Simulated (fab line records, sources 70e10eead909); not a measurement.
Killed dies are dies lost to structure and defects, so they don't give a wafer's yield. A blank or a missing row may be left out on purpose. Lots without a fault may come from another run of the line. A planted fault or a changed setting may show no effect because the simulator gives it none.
Chamber matching | flow nand_harc | NHARC_A_M1_PRE_CLEAN_32 on pecvd-01: 3 sister chambers
The step time 12 s. 3 wafers are shown with their chamber, then 9 later ones without.

WAFERS WITH THEIR CHAMBER
wafer  | chamber | heater_power_outer_w (W)
L087.1 | 1       | 442
L087.5 | 2       | 295
L087.6 | 0       | 332

WAFERS WITHOUT THEIR CHAMBER
wafer  | heater_power_outer_w (W)
L091.2 | 333
L091.3 | 345
L091.6 | 345
L094.1 | 334
L094.3 | 321
L094.6 | 402
L096.1 | 288
L096.3 | 342
L096.4 | 298

WHICH CHAMBER EACH WENT THROUGH
wafer  | from the rows above     | in truth
L091.2 | 0                       | 0
L091.3 | 0                       | 0
L091.6 | 0                       | 0
L094.1 | 0                       | 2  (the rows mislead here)
L094.3 | can't be placed: 0 or 2 | 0
L094.6 | can't be placed: 1 or 0 | 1
L096.1 | 2                       | 2
L096.3 | 0                       | 0
L096.4 | can't be placed: 2 or 0 | 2
Placed correctly: 5 of 9. Can't be placed from these rows: 3 (the true chamber is among the candidates in 3). Placed wrongly: 1.
How it was worked out, from the rows above alone: a wafer's distance from a chamber is the root of the sum, over the readings, of the square of ((its reading less the chamber's mean) divided by the reading's scatter). The wafer belongs to the nearest chamber; if the next one is less than 2 further off, it can't be placed. A chamber's mean is the mean of its shown wafers. The scatter: with one shown wafer a chamber, the root of the mean of the squares of how far each hidden wafer lies from its nearest shown one.
